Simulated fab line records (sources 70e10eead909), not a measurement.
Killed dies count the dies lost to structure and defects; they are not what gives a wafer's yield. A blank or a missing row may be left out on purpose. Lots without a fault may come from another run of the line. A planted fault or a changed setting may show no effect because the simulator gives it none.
fab line records	flow nandHarc	part 1 of 2: steps 1 to 4 of 6
record lots=21	wafers=63	lastDay=33
route steps=1302 shown A_CHANNEL_HOLE_D1@479 A_CHANNEL_FILL_D1@499 A_DECK1_JOINT@518 A_CHANNEL_HOLE_D2@587
lots untouched by any fault: they come from a run of this same line in which no faults occurred
startH: hours from the record's opening day to when the first of the lot's shown wafers began	waitH: hours elapsed since this lot's preceding step	" unchanged from the row above	L1.1+2: several wafers, shown together as one row	- value missing, or start not given	* or withheld: withheld	< > ~ a bound
route shown NAME@n: NAME is a module with steps in the file, n the number in the route of the first one	usual: mean and standard deviation over wafers with no fault	same: alike in all rows	chamber/n: place in a boat	sites: the reading at each site	_std_site: their standard deviation	_edge_site: mean of outer sites minus mean of inner sites	radiusMm: for every site, how far away it sits from the centre of the wafer	mask NAME#n: copy n	behind: the tool/chamber that last shaped the wafer	hold: why the lot was held/for how many hours/how that ended	device: the n, p or np transistor that did not switch	end of line: the same wafers' tests at the end of the route	a step given without rows: its recipe and nothing more	killed: dies that structure and defects cost at the first sort, which is not the same as the wafer's yield	map: dies across one wafer; x = killed, . = not, _ = none there
set.NAME: the setting the step ran with; set.NAME@STEP: the setting that earlier step ran with	model.NAME: the simulator's own value behind a step, which no gauge read
one table for each step of the route and one row for each wafer, over a sample of lots
services: when a tool's chamber went out of use (startH, in hours from the record's first day, below 0 if earlier), for how many hours, and the reason
## steps
# step NHARC_A_CHANNEL_HOLE_D1_ETCH_33
# recipe biasV=400	sourceW=2000	pressureMtorr=25	timeS=90	arFlowSccm=375	c4f8FlowSccm=41.7	o2FlowSccm=83.3	tempC=-20	targetDepthA=4000	chemistry=C4F8/O2/Ar
# usual drypumpMotorCurrentA=5.7/0.54	showerheadPlenumPTorr=3.71/0.046	throttleValvePct=27.620/0.0089
lot.wafer	tool	chamber	startH	waitH	drypumpMotorCurrentA	rfHoursCounterH	showerheadPlenumPTorr	throttleValvePct
L074.1	harEtch-02	0	185.60	0.2	6.3	294	3.81	27.617
L074.3	"	1	"	"	5.1	-	3.74	27.637
L074.4	"	0	"	"	6.3	-	3.81	27.614
L075.3	harEtch-02	1	209.46	0.2	5.1	-	3.74	27.613
L075.4	"	0	"	"	6.3	-	3.81	27.627
L075.6	"	1	"	"	5.1	-	3.74	27.623
L077.2	harEtch-01	0	213.48	0.2	6.1	99	3.70	27.614
L077.1	"	1	"	"	5.2	99	3.72	27.627
L077.5	"	1	"	"	5.1	-	3.72	27.608
L078.2	harEtch-02	1	233.01	0.2	5.1	321	3.73	27.610
L078.3	"	1	"	"	5.1	-	3.73	27.617
L078.6	"	0	"	"	6.3	-	3.79	27.622
L079.2	harEtch-01	1	233.19	0.2	5.2	114	3.71	27.623
L079.3	"	1	"	"	5.1	-	3.71	27.627
L079.5	"	1	"	"	5.2	-	3.71	27.617
L080.1	harEtch-01	1	246.77	0.2	5.1	118	3.71	27.618
L080.3	"	1	"	"	5.1	-	3.71	27.608
L080.6	"	0	"	"	6.1	-	3.69	27.613
L081.1	harEtch-01	0	253.34	0.2	6.1	122	3.68	27.601
L081.3	"	1	"	"	5.2	-	3.71	27.627
L081.5	"	1	"	"	5.2	-	3.71	27.622
L082.1	harEtch-01	1	273.40	0.2	5.2	133	3.70	27.627
L082.4	"	0	"	"	6.1	-	3.68	27.632
L082.5	"	0	"	"	6.1	-	3.68	27.606
L083.2	harEtch-02	0	274.27	0.2	6.3	344	3.78	27.609
L083.4	"	1	"	"	5.1	-	3.71	27.635
L083.5	"	1	"	"	5.1	-	3.71	27.622
L085.2	harEtch-02	1	295.15	0.2	5.1	355	3.71	27.607
L085.3	"	0	"	"	6.3	-	3.77	27.617
L085.4	"	1	"	"	5.1	-	3.71	27.639
L084.1	harEtch-01	1	299.55	0.2	5.1	149	3.69	27.626
L084.4	"	0	"	"	6.1	-	3.67	27.619
L084.3	"	1	"	"	5.1	-	3.69	27.620
L086.1	harEtch-02	0	331.55	0.2	6.3	375	3.76	27.620
L086.4	"	0	"	"	6.3	-	3.76	27.597
L086.5	"	0	"	"	6.3	-	3.76	27.626
L089.2	harEtch-01	0	335.68	0.2	6.2	164	3.66	27.617
L089.5	"	1	"	"	5.1	-	3.68	27.628
L089.6	"	0	"	"	6.1	-	3.66	27.613
L087.2	harEtch-02	0	343.73	0.2	6.3	386	3.76	27.628
L087.1	"	1	"	"	5.1	386	3.69	27.616
L087.3	"	0	"	"	6.3	-	3.76	27.614
L091.2	harEtch-02	1	353.78	0.2	5.1	394	3.69	27.610
L091.6	"	0	"	"	6.3	-	3.75	27.626
L091.5	"	1	"	"	5.1	-	3.69	27.621
L090.1	harEtch-01	0	355.03	0.2	6.1	179	3.65	27.626
L090.4	"	1	"	"	5.2	-	3.68	27.609
L090.5	"	1	"	"	5.2	-	3.68	27.620
L092.3	harEtch-01	0	377.93	0.2	6.2	-	3.65	27.627
L092.6	"	0	"	"	6.1	-	3.65	27.618
L092.5	"	1	"	"	5.1	-	3.67	27.637
L094.2	harEtch-01	1	401.46	0.2	5.1	202	3.66	27.608
L094.1	"	0	"	"	6.2	202	3.64	27.615
L094.3	"	0	"	"	6.1	-	3.64	27.631
L095.2	harEtch-01	1	405.62	0.2	5.1	206	3.66	27.625
L095.4	"	0	"	"	6.1	-	3.64	27.605
L095.5	"	0	"	"	6.1	-	3.64	27.613
L096.2	harEtch-02	1	406.87	0.2	5.1	12	3.67	27.622
L096.4	"	0	"	"	6.2	-	3.74	27.613
L096.5	"	0	"	"	6.2	-	3.74	27.631
L097.1	harEtch-01	1	415.71	0.2	5.2	214	3.66	27.606
L097.6	"	0	"	"	6.2	-	3.63	27.619
L097.5	"	1	"	"	5.2	-	3.66	27.608
# step NHARC_A_CHANNEL_FILL_D1_ETCHBACK_19
# recipe targetDepthA=50	timeS=1.7	hbrFlowSccm=150	cl2FlowSccm=50	rfW=400	icpW=400	biasW=100	chemistry=HBr/Cl2
# usual biasW=100.0/0.31	drypumpMotorCurrentA=5.8/0.46	oesProductAu=0.998/0.0074	throttleValvePct=26.404/0.009
lot.wafer	tool	chamber	startH	waitH	biasW	drypumpMotorCurrentA	oesProductAu	rfHoursCounterH	throttleValvePct
L074.3	rieSi-03	3	212.54	0.4	100.2	6.1	1.004	0.9	26.395
L074.1	"	0	"	"	100.3	5.7	0.999	0.8	26.415
L074.4	"	2	"	"	99.4	5.3	1.012	0.9	26.396
L075.4	rieSi-02	1	237.12	0.4	100.6	6.2	0.991	0.7	26.389
L075.3	"	2	"	"	100.2	6.6	1.007	0.7	26.402
L075.6	"	2	"	"	100.2	6.5	1.014	-	26.424
L077.1	rieSi-05	3	237.15	0.4	99.6	4.9	0.992	0.6	26.397
L077.2	"	0	"	"	99.4	6.0	0.996	0.5	26.400
L077.5	"	2	"	"	99.9	5.2	1.010	-	26.396
L078.3	rieSi-02	1	259.09	0.4	99.8	6.1	0.996	1.0	26.403
L078.2	"	3	"	"	100.0	5.7	1.006	1.0	26.396
L078.6	"	1	"	"	100.1	6.2	0.998	-	26.414
L079.2	rieSi-05	2	259.10	0.4	100.0	5.2	1.017	0.7	26.413
L079.3	"	3	"	"	100.4	4.9	0.994	0.8	26.406
L079.5	"	3	"	"	100.1	4.9	0.995	-	26.407
L080.1	rieSi-03	1	272.78	0.4	100.5	6.1	0.999	0.3	26.407
L080.3	"	0	"	"	100.6	5.7	1.002	0.2	26.411
L080.6	"	2	"	"	99.7	5.3	0.989	-	26.409
L081.3	rieSi-05	1	279.37	0.4	100.1	5.4	0.995	0.8	26.390
L081.1	"	3	"	"	100.2	4.9	1.000	0.9	26.402
L081.5	"	0	"	"	99.9	6.0	0.991	-	26.422
L083.4	rieSi-02	2	299.57	0.4	100.2	6.6	0.977	0.1	26.411
L083.2	"	3	"	"	100.5	5.7	0.996	0.1	26.414
L083.5	"	1	"	"	100.2	6.2	0.982	-	26.414
L082.4	rieSi-03	2	299.57	0.4	99.6	5.3	1.001	0.5	26.387
L082.1	"	0	"	"	100.0	5.7	1.004	0.3	26.396
L082.5	"	1	"	"	99.9	6.2	0.997	-	26.412
L084.3	rieSi-05	0	323.37	0.4	99.4	6.0	0.995	0.0	26.396
L084.1	"	2	"	"	99.8	5.2	0.999	0.0	26.410
L084.4	"	3	"	"	99.7	4.9	0.986	0.0	26.400
L085.2	rieSi-03	1	323.39	0.4	100.2	6.1	1.004	0.6	26.406
L085.3	"	2	"	"	100.0	5.3	1.003	0.8	26.402
L085.4	"	3	"	"	99.9	6.1	0.999	0.7	26.387
L086.1	rieSi-05	3	357.36	0.4	100.0	4.9	1.009	0.3	26.401
L086.4	"	2	"	"	100.5	5.2	1.003	0.2	26.404
L086.5	"	3	"	"	100.0	4.9	0.997	-	26.395
L089.2	rieSi-03	3	361.62	0.4	99.8	6.2	1.006	0.9	26.392
L089.6	"	0	"	"	99.7	5.7	0.994	-	26.401
L089.5	"	1	"	"	99.6	6.1	0.986	-	26.406
L087.3	rieSi-02	1	369.69	0.4	100.1	6.1	0.991	0.5	26.415
L087.1	"	2	"	"	100.0	6.6	0.999	0.5	26.403
L087.2	"	3	"	"	100.0	5.7	0.995	0.4	26.407
L090.4	rieSi-05	2	381.17	0.4	99.8	5.1	1.004	0.4	26.411
L090.1	"	1	"	"	99.8	5.5	0.991	0.3	26.398
L090.5	"	2	"	"	99.9	5.2	0.995	-	26.403
L091.2	rieSi-03	1	381.20	0.4	99.8	6.1	1.004	0.9	26.391
L091.5	"	2	"	"	99.9	5.3	1.001	-	26.413
L091.6	"	3	"	"	99.7	6.2	1.003	-	26.406
L092.3	rieSi-02	3	403.81	0.4	100.1	5.7	1.004	0.6	26.407
L092.6	"	2	"	"	99.6	6.5	0.994	-	26.413
L092.5	"	3	"	"	100.1	5.7	0.988	-	26.407
L094.3	rieSi-03	0	424.97	0.4	100.2	5.7	0.988	0.1	26.413
L094.1	"	2	"	"	100.5	5.3	1.003	0.1	26.409
L094.2	"	3	"	"	99.7	6.1	1.000	0.1	26.403
L095.2	rieSi-05	2	432.00	0.4	99.9	5.2	1.001	0.6	26.383
L095.4	"	3	"	"	100.1	4.9	1.003	0.8	26.405
L095.5	"	1	"	"	100.2	5.4	0.988	-	26.388
L096.4	rieSi-03	1	432.00	0.4	99.7	6.1	0.991	0.2	26.406
L096.2	"	2	"	"	99.8	5.3	0.991	0.2	26.397
L096.5	"	3	"	"	99.9	6.2	0.993	-	26.396
L097.1	rieSi-02	1	444.33	0.4	100.0	6.1	1.004	0.9	26.400
L097.6	"	1	"	"	100.0	6.1	0.990	-	26.420
L097.5	"	2	"	"	100.0	6.5	1.001	-	26.409
# step NHARC_A_DECK1_JOINT_ETCHBACK_07
# recipe targetDepthA=1050	timeS=26.9	hbrFlowSccm=150	rfW=350	icpW=350	biasW=60	chemistry=HBr
# usual biasW=59.96/0.16	drypumpMotorCurrentA=5.7/0.54	oesProductAu=0.998/0.0077	throttleValvePct=23.266/0.0093
lot.wafer	tool	chamber	startH	waitH	biasW	drypumpMotorCurrentA	oesProductAu	rfHoursCounterH	throttleValvePct
L074.4	rieSi-04	2	236.39	0.1	60.17	5.0	1.007	0.46	23.247
L074.1	"	3	"	"	60.01	5.6	1.003	0.42	23.261
L074.3	"	0	"	"	59.72	6.0	0.987	0.46	23.260
L077.2	rieSi-04	3	260.95	0.1	59.97	5.7	1.000	0.58	23.269
L077.1	"	1	"	"	59.91	5.0	1.010	0.55	23.271
L077.5	"	2	"	"	59.85	5.0	1.006	-	23.268
L075.4	rieSi-04	2	261.09	0.1	59.87	5.0	0.997	0.64	23.280
L075.3	"	3	"	"	60.07	5.7	0.999	0.62	23.262
L075.6	"	2	"	"	59.89	5.0	0.996	-	23.273
L078.2	rieSi-04	1	282.91	0.1	59.80	5.0	1.009	0.65	23.260
L078.3	"	2	"	"	59.91	5.0	1.008	0.76	23.254
L078.6	"	1	"	"	59.80	5.1	1.008	-	23.270
L079.3	rieSi-01	0	285.13	0.1	60.03	6.2	0.996	0.61	23.269
L079.2	"	2	"	"	60.12	6.5	0.995	0.53	23.243
L079.5	"	0	"	"	59.95	6.2	0.994	-	23.266
L080.3	rieSi-01	2	296.52	0.1	59.84	6.5	1.001	0.57	23.270
L080.1	"	3	"	"	60.05	5.1	0.996	0.49	23.274
L080.6	"	2	"	"	59.68	6.5	0.994	-	23.264
L081.1	rieSi-06	3	303.74	0.1	60.03	6.1	0.994	0.21	23.275
L081.3	"	2	"	"	60.04	5.5	0.997	0.23	23.268
L081.5	"	0	"	"	59.85	4.8	0.994	-	23.273
L082.1	rieSi-01	2	323.39	0.1	59.79	6.5	0.991	0.69	23.267
L082.4	"	0	"	"	59.92	6.2	1.001	0.74	23.275
L082.5	"	2	"	"	60.01	6.5	1.001	-	23.281
L083.4	rieSi-06	0	323.43	0.1	59.89	4.8	0.990	0.33	23.253
L083.2	"	1	"	"	59.86	6.1	1.012	0.33	23.268
L083.5	"	0	"	"	60.01	4.8	0.990	-	23.277
L084.4	rieSi-01	0	347.75	0.1	60.04	6.2	0.991	0.83	23.263
L084.3	"	1	"	"	60.05	5.8	0.998	0.82	23.261
L084.1	"	3	"	"	60.02	5.1	0.995	0.73	23.276
L085.2	rieSi-06	0	347.76	0.1	59.93	4.8	0.991	0.56	23.264
L085.4	"	1	"	"	60.05	6.1	1.004	0.57	23.256
L085.3	"	2	"	"	59.81	5.5	1.003	0.63	23.268
L086.4	rieSi-01	3	381.36	0.1	59.97	5.1	0.994	0	23.268
L086.1	"	0	"	"	60.00	6.2	0.996	0	23.246
L086.5	"	1	"	"	59.72	5.8	1.003	-	23.264
L089.2	rieSi-01	3	385.46	0.1	60.21	5.1	0.993	0.02	23.264
L089.5	"	2	"	"	59.85	6.5	0.995	-	23.261
L089.6	"	3	"	"	60.05	5.1	0.995	-	23.263
L087.2	rieSi-06	0	395.60	0.1	59.84	4.8	0.999	0.82	23.257
L087.1	"	1	"	"	60.24	6.1	1.001	0.88	23.273
L087.3	"	2	"	"	60.01	5.5	0.993	0.98	23.262
L091.2	rieSi-04	1	407.44	0.1	60.26	5.1	1.000	0.40	23.282
L091.6	"	2	"	"	60.23	5.0	0.997	-	23.259
L091.5	"	3	"	"	59.86	5.6	1.001	-	23.268
L090.4	rieSi-01	1	407.56	0.1	59.98	5.9	0.991	0.28	23.282
L090.1	"	2	"	"	59.98	6.5	0.992	0.31	23.259
L090.5	"	3	"	"	60.25	5.1	0.987	-	23.270
L092.3	rieSi-01	0	427.80	0.1	60.11	6.2	1.000	0.24	23.275
L092.6	"	3	"	"	60.16	5.1	0.999	-	23.268
L092.5	"	0	"	"	59.78	6.2	0.995	-	23.272
L094.1	rieSi-06	3	451.74	0.1	59.78	6.1	0.996	0.02	23.261
L094.2	"	0	"	"	59.69	4.8	0.993	0.02	23.248
L094.3	"	1	"	"	60.13	6.1	1.000	0.03	23.267
L095.2	rieSi-06	2	456.68	0.1	60.25	5.4	0.995	0.09	23.272
L095.4	"	1	"	"	59.95	6.1	1.012	0.07	23.261
L095.5	"	2	"	"	59.98	5.4	0.995	-	23.247
L096.4	rieSi-04	1	456.70	0.1	59.75	5.0	1.007	0.72	23.257
L096.2	"	3	"	"	59.71	5.7	1.010	0.63	23.264
L096.5	"	0	"	"	60.14	6.0	0.995	-	23.239
L097.1	rieSi-04	3	470.78	0.1	60.13	5.7	1.005	0.69	23.262
L097.6	"	0	"	"	60.11	5.9	1.002	-	23.266
L097.5	"	1	"	"	60.02	5.0	1.010	-	23.266
# step NHARC_A_CHANNEL_HOLE_D2_ETCH_39
# recipe targetDepthA=2600	overEtchFrac=0.3	timeS=325	ionEnergyEv=200	n2FlowSccm=150	h2FlowSccm=150	arFlowSccm=0	rfW=400	biasW=150	chemistry=N2/H2
# usual biasW=150.0/0.45	drypumpMotorCurrentA=5.8/0.39	oesProductAu=0.999/0.0079	rfVppV=430.4/2.8	showerheadPlenumPTorr=2.04/0.088	throttleValvePct=14.171/0.0085
lot.wafer	tool	chamber	startH	waitH	biasW	drypumpMotorCurrentA	oesProductAu	rfHoursCounterH	rfVppV	showerheadPlenumPTorr	throttleValvePct
L074.4	rieDiel-13	3	-	-	150.3	6.3	0.997	6.8	431.2	2.06	14.177
L074.1	"	0	"	"	149.6	5.8	1.005	7.9	428.7	1.98	14.170
L074.3	"	1	"	"	150.8	4.9	0.999	5.1	427.5	1.95	14.173
L075.4	rieDiel-10	0	-	-	149.8	6.2	0.994	3.2	434.5	2.16	14.175
L075.3	"	3	"	"	150.2	5.9	1.001	2.8	431.9	2.09	14.164
L075.6	"	1	"	"	149.9	5.4	0.993	-	433.1	2.11	14.154
L077.2	rieDiel-10	2	-	-	149.5	5.6	1.002	3.4	426.7	1.93	14.162
L077.1	"	1	"	"	150.5	5.4	0.992	3.9	433.3	2.11	14.163
L077.5	"	3	"	"	150.7	5.9	1.004	-	432.1	2.09	14.173
L079.2	rieDiel-02	2	-	-	150.3	5.3	0.994	3.7	427.3	1.91	14.178
L079.3	"	0	"	"	150.0	5.6	1.010	6.1	433.0	2.11	14.169
L079.5	"	2	"	"	150.1	5.3	0.995	-	427.0	1.91	14.184
L078.2	rieDiel-10	3	-	-	150.3	5.9	1.000	4.3	432.3	2.09	14.157
L078.3	"	0	"	"	150.6	6.2	0.992	4.7	434.8	2.16	14.183
L078.6	"	2	"	"	149.1	5.6	0.999	-	427.3	1.93	14.176
L080.3	rieDiel-10	0	-	-	150.2	6.2	1.000	5.6	434.1	2.16	14.171
L080.1	"	2	"	"	149.9	5.6	1.004	5.3	427.0	1.93	14.177
L080.6	"	1	"	"	149.5	5.4	0.981	-	432.9	2.11	14.177
L081.1	rieDiel-13	0	-	-	149.9	5.8	0.993	0.2	429.4	1.97	14.187
L081.3	"	3	"	"	150.2	6.2	0.995	0.2	430.8	2.06	14.164
L081.5	"	3	"	"	150.3	6.3	0.999	-	429.7	2.06	14.176
L083.2	rieDiel-10	1	-	-	150.4	5.4	0.988	6.9	433.4	2.11	14.168
L083.4	"	3	"	"	149.9	5.9	1.006	-	433.8	2.09	14.172
L083.5	"	0	"	"	150.8	6.2	1.002	-	434.3	2.16	14.164
L082.1	rieDiel-13	0	-	-	150.6	5.8	0.993	2.5	429.8	1.97	14.178
L082.4	"	3	"	"	149.5	6.3	1.010	2.5	432.1	2.05	14.176
L082.5	"	0	"	"	150.5	5.8	1.010	-	428.1	1.97	14.174
L084.1	rieDiel-13	1	-	-	149.7	4.9	1.008	1.0	426.2	1.95	14.158
L084.3	"	3	"	"	150.7	6.3	0.997	3.2	430.9	2.05	14.170
L084.4	"	0	"	"	150.3	5.8	1.006	3.3	427.7	1.97	14.185
L085.3	rieDiel-10	2	-	-	150.1	5.6	0.994	7.0	427.0	1.93	14.178
L085.4	"	3	"	"	150.0	5.9	1.003	7.6	432.8	2.09	14.165
L085.2	"	0	"	"	150.1	6.2	0.999	7.9	434.1	2.16	14.172
L086.4	rieDiel-02	2	-	-	149.7	5.2	1.000	1.5	426.1	1.91	14.163
L086.1	"	3	"	"	150.3	5.8	1.001	1.8	431.2	2.09	14.168
L086.5	"	2	"	"	149.3	5.3	1.003	-	426.0	1.91	14.161
L089.2	rieDiel-10	0	-	-	149.9	6.2	0.995	0.5	434.8	2.16	14.165
L089.5	"	3	"	"	150.3	5.9	1.016	-	432.4	2.09	14.190
L089.6	"	0	"	"	150.6	6.2	0.990	-	432.9	2.16	14.176
L087.1	rieDiel-10	0	-	-	150.0	6.2	0.992	1.5	433.1	2.16	14.165
L087.3	"	1	"	"	151.1	5.4	0.986	1.6	432.6	2.11	14.184
L087.2	"	2	"	"	149.9	5.6	1.000	1.6	427.7	1.93	14.176
L091.2	rieDiel-13	1	-	-	150.5	4.9	0.998	4.8	429.4	1.95	14.165
L091.5	"	0	"	"	150.2	5.8	1.001	-	427.2	1.97	14.190
L091.6	"	3	"	"	149.6	6.3	1.007	-	431.1	2.05	14.171
L090.4	rieDiel-02	3	-	-	149.6	5.8	1.002	4.1	432.1	2.09	14.171
L090.1	"	0	"	"	150.2	5.6	1.000	3.3	433.3	2.11	14.154
L090.5	"	0	"	"	149.6	5.6	1.006	-	432.2	2.11	14.163
L092.3	rieDiel-10	3	-	-	150.6	5.9	1.020	2.3	432.7	2.09	14.183
L092.6	"	0	"	"	149.3	6.2	0.997	-	434.3	2.16	14.167
L092.5	"	1	"	"	149.1	5.4	0.993	-	431.8	2.11	14.175
L094.2	rieDiel-02	0	-	-	149.4	5.6	1.003	6.8	430.8	2.11	14.175
L094.3	"	1	"	"	150.6	5.9	0.990	5.7	425.9	1.90	14.179
L094.1	"	2	"	"	149.5	5.3	1.010	6.0	426.1	1.91	14.175
L096.2	rieDiel-10	2	-	-	149.6	5.6	0.997	4.6	427.2	1.93	14.179
L096.4	"	3	"	"	149.9	5.9	1.019	4.2	431.8	2.09	14.173
L096.5	"	0	"	"	150.2	6.2	1.010	-	434.1	2.15	14.167
L095.4	rieDiel-13	1	-	-	150.3	4.9	0.998	8.7	427.1	1.95	14.172
L095.2	"	3	"	"	149.5	6.3	0.999	12.5	430.1	2.05	14.175
L095.5	"	2	"	"	150.0	6.2	1.001	-	429.3	1.94	14.165
L097.1	rieDiel-02	2	-	-	150.0	5.3	0.983	7.4	425.9	1.91	14.161
L097.5	"	2	"	"	149.9	5.2	1.002	-	426.6	1.91	14.162
L097.6	"	3	"	"	151.2	5.8	0.998	-	431.9	2.09	14.172
